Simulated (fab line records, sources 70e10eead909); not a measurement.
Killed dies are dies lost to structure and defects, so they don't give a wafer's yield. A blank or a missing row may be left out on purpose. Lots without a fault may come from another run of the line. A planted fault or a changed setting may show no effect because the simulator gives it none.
Chamber matching | flow nand_harc | NHARC_A_CHANNEL_HOLE_D1_ETCH_44 on rie_diel-06: 4 sister chambers
The step etches the open film in CF4/O2, target depth 140 nm, overetch 14 nm, time 77 s. 18 wafers are shown with their chamber, then 9 later ones without.

WAFERS WITH THEIR CHAMBER
wafer  | chamber | showerhead_plenum_p_Torr (Torr) | drypump_motor_current_A (A) | rf_vpp_V (V)
L705.1 | 0       | 1.34                            | 5.3                         | 198.6
L705.3 | 1       | 1.37                            | 5.6                         | 197.5
L705.6 | 2       | 1.42                            | 5.0                         | 199.8
L710.2 | 0       | 1.34                            | 5.3                         | 196.4
L710.3 | 3       | 1.29                            | 5.8                         | 195.7
L710.5 | 1       | 1.37                            | 5.6                         | 199.7
L712.1 | 3       | 1.29                            | 5.8                         | 197.1
L712.2 | 1       | 1.37                            | 5.6                         | 199.1
L712.5 | 3       | 1.29                            | 5.7                         | 196.4
L715.1 | 2       | 1.41                            | 5.0                         | 199.4
L715.4 | 1       | 1.37                            | 5.6                         | 197.6
L715.5 | 0       | 1.34                            | 5.3                         | 198.5
L722.1 | 2       | 1.41                            | 5.0                         | 199.6
L722.3 | 1       | 1.37                            | 5.6                         | 197.7
L722.4 | 0       | 1.34                            | 5.3                         | 198.3
L726.1 | 2       | 1.41                            | 5.0                         | 198.6
L726.4 | 2       | 1.41                            | 5.0                         | 199.9
L726.5 | 1       | 1.37                            | 5.6                         | 198.6

SIGNATURES (means of the wafers above)
reading                  | chamber 0 | chamber 1 | chamber 2 | chamber 3 | scatter within a chamber
showerhead_plenum_p_Torr | 1.3400    | 1.3700    | 1.4120    | 1.2900    | 0.00239
drypump_motor_current_A  | 5.300     | 5.600     | 5.000     | 5.767     | 0.0218
rf_vpp_V                 | 197.950   | 198.367   | 199.460   | 196.400   | 0.822
Rule: a wafer's distance from a chamber is the root of the sum, over the readings, of the square of ((its reading less the chamber's mean) divided by the reading's scatter). The wafer belongs to the nearest chamber; if the next one is less than 2 further off, it can't be placed. The scatter: the root of (the sum of the squares of (reading less its chamber's mean) over the shown wafers, divided by (wafers less chambers)).

WAFERS WITHOUT THEIR CHAMBER
wafer  | showerhead_plenum_p_Torr (Torr) | drypump_motor_current_A (A) | rf_vpp_V (V)
L725.2 | 1.41                            | 5.0                         | 198.5
L725.5 | 1.37                            | 5.6                         | 197.6
L725.6 | 1.41                            | 5.0                         | 199.1
L724.1 | 1.41                            | 5.0                         | 199.1
L724.5 | 1.37                            | 5.6                         | 199.0
L724.6 | 1.41                            | 5.0                         | 199.2
L727.1 | 1.41                            | 5.0                         | 198.7
L727.5 | 1.41                            | 5.0                         | 200.3
L727.6 | 1.34                            | 5.3                         | 198.0

WHICH CHAMBER EACH WENT THROUGH
wafer  | from the rows above | in truth
L725.2 | 2                   | 2
L725.5 | 1                   | 1
L725.6 | 2                   | 2
L724.1 | 2                   | 2
L724.5 | 1                   | 1
L724.6 | 2                   | 2
L727.1 | 2                   | 2
L727.5 | 2                   | 2
L727.6 | 0                   | 0
Placed correctly: 9 of 9. Can't be placed from these rows: 0. Placed wrongly: 0.
